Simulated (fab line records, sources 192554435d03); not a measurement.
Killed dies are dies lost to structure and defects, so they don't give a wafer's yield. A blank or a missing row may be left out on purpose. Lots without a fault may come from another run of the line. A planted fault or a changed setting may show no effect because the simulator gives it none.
Which tool did it? | flow n5_finfet | 24 lots, 72 wafers sampled, at 5 steps of a route of 1938

WHAT THE GAUGES READ, wafer by wafer
N5_BEOL_M3_THK_MEAS_01.
lot  | measured     | on            | M3_ILD_THK (nm)
L074 | day 7 09:55  | film_metro-02 | 78.3 78.8 79.5
L075 | day 7 15:35  | film_metro-02 | 78.4 78.1 79.3
L077 | day 7 15:53  | film_metro-02 | 78.5 79.3 79.2
L076 | day 7 20:12  | film_metro-02 | 77.6 77.9 78.9
L078 | day 8 01:24  | film_metro-01 | 78.0 78.9 79.3
L079 | day 8 01:42  | film_metro-01 | 78.1 78.3 79.0
L081 | day 8 23:18  | film_metro-02 | 78.2 78.3 78.1
L080 | day 9 01:13  | film_metro-02 | 77.9 78.3 80.2
L082 | day 9 09:10  | film_metro-01 | 77.8 78.9 78.9
L083 | day 9 17:34  | film_metro-02 | 77.9 80.0 80.1
L084 | day 9 19:07  | film_metro-02 | 78.3 79.3 79.2
L085 | day 9 23:41  | film_metro-02 | 79.4 78.4 80.6
L086 | day 10 06:44 | film_metro-01 | 77.9 78.1 79.3
L087 | day 10 13:27 | film_metro-02 | 77.5 79.3 78.6
L088 | day 10 16:34 | film_metro-02 | 78.6 77.3 79.5
L089 | day 11 11:22 | film_metro-01 | 77.5 76.9 78.5
L090 | day 11 22:10 | film_metro-01 | 79.2 78.5 81.2
L092 | day 12 23:41 | film_metro-02 | 78.1 78.3 78.9
L093 | day 12 23:29 | film_metro-02 | 77.5 79.6 77.4
L094 | day 13 04:13 | film_metro-02 | 78.6 78.3 80.0
L091 | day 13 10:34 | film_metro-01 | 78.2 78.6 80.1
L095 | day 13 16:50 | film_metro-02 | 78.6 78.6 78.5
L097 | day 13 21:28 | film_metro-01 | 79.5 78.6 79.0
L096 | day 14 01:48 | film_metro-02 | 78.3 78.2 79.4

N5_BEOL_M3_CD_MEAS_11: target cd 17.05 nm.
lot  | measured     | on        | cd_nm (nm)
L074 | day 7 10:28  | cd_sem-02 | 17.37 17.22 17.49
L075 | day 7 17:03  | cd_sem-02 | 17.42 17.08 17.04
L077 | day 7 17:05  | cd_sem-03 | 16.79 17.13 17.16
L076 | day 7 22:05  | cd_sem-02 | 17.32 17.07 17.17
L078 | day 8 01:53  | cd_sem-02 | 16.60 17.01 16.78
L079 | day 8 02:11  | cd_sem-02 | 16.66 17.21 17.55
L081 | day 9 00:55  | cd_sem-03 | 17.42 16.97 16.84
L080 | day 9 01:51  | cd_sem-03 | 17.34 17.19 16.82
L082 | day 9 10:32  | cd_sem-02 | 17.34 17.15 17.43
L083 | day 9 19:40  | cd_sem-02 | 17.55 17.15 17.25
L084 | day 9 20:28  | cd_sem-03 | 16.88 17.30 17.41
L085 | day 10 00:11 | cd_sem-02 | 17.07 17.20 17.17
L086 | day 10 08:01 | cd_sem-03 | 16.83 17.40 17.31
L087 | day 10 16:08 | cd_sem-03 | 17.00 16.66 17.13
L088 | day 10 17:35 | cd_sem-01 | 17.38 17.05 17.00
L089 | day 11 12:20 | cd_sem-02 | 17.46 17.12 17.35
L090 | day 11 23:08 | cd_sem-02 | 17.27 16.81 17.05
L092 | day 13 02:14 | cd_sem-02 | 16.91 16.99 17.20
L093 | day 13 02:01 | cd_sem-03 | 17.31 17.02 17.04
L094 | day 13 05:25 | cd_sem-02 | 17.14 17.37 17.04
L091 | day 13 12:03 | cd_sem-01 | 16.70 17.08 16.97
L095 | day 13 17:28 | cd_sem-01 | 17.04 16.81 17.12
L097 | day 14 01:19 | cd_sem-02 | 17.15 16.95 17.05
L096 | day 14 02:17 | cd_sem-03 | 16.67 17.12 17.75

N5_BEOL_M3_OVL_MEAS_12.
lot  | measured     | on         | M3_OVL (nm)
L074 | day 7 10:30  | overlay-02 | -1.1 -1.1 -0.9
L075 | day 7 17:05  | overlay-02 | 0.9 -0.4 -0.1
L077 | day 7 17:08  | overlay-01 | 0.2 -0.6 -0.7
L076 | day 7 22:07  | overlay-02 | -1.0 -0.3 -0.8
L078 | day 8 01:55  | overlay-02 | 0.2 -0.6 -0.3
L079 | day 8 02:13  | overlay-02 | 0.1 -2.0 0.2
L081 | day 9 00:57  | overlay-02 | -1.7 -1.5 -0.7
L080 | day 9 01:53  | overlay-01 | -0.7 -1.2 -0.1
L082 | day 9 10:35  | overlay-01 | -0.1 0.3 0.0
L083 | day 9 19:43  | overlay-01 | -1.1 0.2 -0.5
L084 | day 9 20:31  | overlay-01 | 0.4 0.3 0.3
L085 | day 10 00:13 | overlay-02 | -0.1 0.2 -0.4
L086 | day 10 08:04 | overlay-01 | 0.6 0.5 0.7
L087 | day 10 16:10 | overlay-01 | -0.6 0.3 -0.6
L088 | day 10 17:37 | overlay-02 | 0.8 1.3 1.1
L089 | day 11 12:22 | overlay-02 | 0.6 0.5 0.3
L090 | day 11 23:10 | overlay-01 | -0.1 0.0 0.5
L092 | day 13 02:16 | overlay-02 | 0.8 0.6 0.2
L093 | day 13 02:04 | overlay-02 | 0.7 -1.1 -0.2
L094 | day 13 05:26 | overlay-01 | 0.8 0.8 0.8
L091 | day 13 12:05 | overlay-01 | 0.4 -0.4 -0.1
L095 | day 13 17:30 | overlay-02 | -0.8 0.9 0.2
L097 | day 14 01:20 | overlay-01 | -0.6 -0.1 0.2
L096 | day 14 02:19 | overlay-02 | 0.6 0.7 0.1

WHICH TOOL RAN EACH LOT (tool, then ch and the chambers of the sampled wafers, then the start)
lot  | N5_BEOL_M2_VIA_ETCH_34             | N5_BEOL_M2_ANNEAL_49
L074 | rie_diel-01 ch 0,3, day 7 04:54    | pvd_sputter-01, day 7 07:03
L075 | rie_diel-01 ch 0,1,3, day 7 11:17  | pvd_sputter-03, day 7 12:44
L077 | rie_diel-04 ch 2,3, day 7 11:31    | pvd_sputter-01, day 7 13:01
L076 | rie_diel-05 ch 0,3, day 7 15:29    | pvd_sputter-02, day 7 17:17
L078 | rie_diel-01 ch 0,1,2, day 7 20:52  | pvd_sputter-03, day 7 22:32
L079 | rie_diel-01 ch 0,1, day 7 21:20    | pvd_sputter-01, day 7 22:47
L081 | rie_diel-04 ch 0,2,3, day 8 18:48  | pvd_sputter-01, day 8 20:26
L080 | rie_diel-05 ch 0,1,2, day 8 19:17  | pvd_sputter-01, day 8 22:19
L082 | rie_diel-04 ch 0,2, day 9 05:05    | pvd_sputter-02, day 9 06:18
L083 | rie_diel-05 ch 0,1, day 9 12:26    | pvd_sputter-03, day 9 13:57
L084 | rie_diel-01 ch 0,1, day 9 14:19    | pvd_sputter-03, day 9 16:14
L085 | rie_diel-01 ch 0,1,3, day 9 18:39  | pvd_sputter-02, day 9 20:48
L086 | rie_diel-01 ch 0,3, day 10 02:32   | pvd_sputter-02, day 10 03:52
L087 | rie_diel-04 ch 0,1,2, day 10 08:50 | pvd_sputter-03, day 10 10:08
L088 | rie_diel-01 ch 1,2,3, day 10 12:29 | pvd_sputter-01, day 10 13:40
L089 | rie_diel-01 ch 0,1,3, day 11 07:06 | pvd_sputter-03, day 11 08:26
L090 | rie_diel-04 ch 1,3, day 11 18:07   | pvd_sputter-01, day 11 19:14
L092 | rie_diel-04 ch 1,2, day 12 18:56   | pvd_sputter-02, day 12 20:50
L093 | rie_diel-01 ch 0,1,2, day 12 18:56 | pvd_sputter-03, day 12 20:37
L094 | rie_diel-05 ch 0,1,3, day 12 22:15 | pvd_sputter-01, day 13 01:20
L091 | rie_diel-04 ch 0,1,3, day 13 04:31 | pvd_sputter-02, day 13 07:43
L095 | rie_diel-04 ch 0,1,2, day 13 11:10 | pvd_sputter-02, day 13 13:59
L097 | rie_diel-01 ch 0,2,3, day 13 16:05 | pvd_sputter-03, day 13 18:31
L096 | rie_diel-05 ch 0,2,3, day 13 19:44 | pvd_sputter-02, day 13 22:56
- N5_BEOL_M2_VIA_ETCH_34: etches the open film in C4F6/O2, target depth 69.4 nm, time 65.9 s.
- N5_BEOL_M2_ANNEAL_49: time 240 s.

WHAT THE TOOLS THEMSELVES READ (means of the sampled wafers that have a number; where no wafer has one, the mark that the record gives instead)
N5_BEOL_M2_VIA_ETCH_34.
lot  | tool        | drypump_motor_current_A (A) | oes_product_au (a.u.) | rf_fwd_power_W (W) | rf_vpp_V (V) | showerhead_plenum_p_Torr (Torr) | throttle_valve_pct (%)
L074 | rie_diel-01 | 5.6                         | 0.81                  | 347.1              | 661          | 2.83                            | 30.96
L075 | rie_diel-01 | 5.8                         | 0.80                  | 347.4              | 662          | 2.83                            | 30.92
L077 | rie_diel-04 | 5.5                         | 0.87                  | 348.4              | 667          | 2.89                            | 30.88
L076 | rie_diel-05 | 5.8                         | 0.83                  | 345.1              | 668          | 2.92                            | 30.92
L078 | rie_diel-01 | 5.7                         | 0.78                  | 346.8              | 672          | 2.85                            | 30.76
L079 | rie_diel-01 | 6.2                         | 0.83                  | 347.6              | 667          | 2.81                            | 30.81
L081 | rie_diel-04 | 5.8                         | 0.86                  | 348.5              | 668          | 2.89                            | 30.84
L080 | rie_diel-05 | 6.1                         | 0.78                  | 347.8              | 666          | 2.93                            | 30.83
L082 | rie_diel-04 | 6.0                         | 0.86                  | 348.0              | 670          | 2.89                            | 30.77
L083 | rie_diel-05 | 6.3                         | 0.78                  | 347.6              | 663          | 2.90                            | 30.72
L084 | rie_diel-01 | 6.2                         | 0.82                  | 347.6              | 668          | 2.80                            | 30.83
L085 | rie_diel-01 | 5.8                         | 0.79                  | 347.2              | 664          | 2.82                            | 30.94
L086 | rie_diel-01 | 5.6                         | 0.78                  | 347.3              | 661          | 2.82                            | 30.99
L087 | rie_diel-04 | 6.0                         | 0.85                  | 347.5              | 669          | 2.84                            | 30.78
L088 | rie_diel-01 | 5.3                         | 0.83                  | 347.2              | 667          | 2.86                            | 30.82
L089 | rie_diel-01 | 5.8                         | 0.77                  | 347.0              | 662          | 2.81                            | 30.94
L090 | rie_diel-04 | 5.7                         | 0.89                  | 346.1              | 669          | 2.86                            | 30.73
L092 | rie_diel-04 | 6.0                         | 0.83                  | 346.1              | 666          | 2.79                            | 30.78
L093 | rie_diel-01 | 5.7                         | 0.83                  | 346.8              | 671          | 2.83                            | 30.73
L094 | rie_diel-05 | 6.1                         | 0.78                  | 347.5              | 663          | 2.85                            | 30.87
L091 | rie_diel-04 | 6.0                         | 0.88                  | 347.2              | 670          | 2.85                            | 30.68
L095 | rie_diel-04 | 6.0                         | 0.81                  | 345.9              | 669          | 2.83                            | 30.80
L097 | rie_diel-01 | 5.6                         | 0.81                  | 346.4              | 668          | 2.83                            | 30.78
L096 | rie_diel-05 | 5.9                         | 0.75                  | 347.4              | 666          | 2.88                            | 30.96

N5_BEOL_M2_ANNEAL_49.
lot  | tool           | heater_power_w (W)
L074 | pvd_sputter-01 | 842
L075 | pvd_sputter-03 | 858
L077 | pvd_sputter-01 | 921
L076 | pvd_sputter-02 | 944
L078 | pvd_sputter-03 | 940
L079 | pvd_sputter-01 | 842
L081 | pvd_sputter-01 | 830
L080 | pvd_sputter-01 | 924
L082 | pvd_sputter-02 | 925
L083 | pvd_sputter-03 | 857
L084 | pvd_sputter-03 | 877
L085 | pvd_sputter-02 | 961
L086 | pvd_sputter-02 | 936
L087 | pvd_sputter-03 | 786
L088 | pvd_sputter-01 | 858
L089 | pvd_sputter-03 | 869
L090 | pvd_sputter-01 | 810
L092 | pvd_sputter-02 | 968
L093 | pvd_sputter-03 | 892
L094 | pvd_sputter-01 | 809
L091 | pvd_sputter-02 | 974
L095 | pvd_sputter-02 | 942
L097 | pvd_sputter-03 | 877
L096 | pvd_sputter-02 | 948

THE ANSWER, worked out from the rows above alone
Rule: what is usual is taken from the lots themselves. Put in order of their means at a reading, lots are off if they are a third of the lots or fewer, leave a main group of 4 or more, and stand apart from it by a gap of 3 or more times the standard deviation of the main group's means; of several such gaps the widest counts. A main group whose means are all the same, to the digits that the tables above print for the reading, isn't used. A lot without any number at a reading at which 4 lots or more have one is off too. The other lots that the step has rows for count as sound. The gauges are gone through in route order, then the tools' own readings, and for those a lot's mean is taken as printed above. The first step at which some lot is off is used, and at that step the reading that is off furthest; a lot without a number counts as furthest.
No lot is off at any reading shown: from this, nothing can be told.

WHAT THE SIMULATOR HAD PUT IN
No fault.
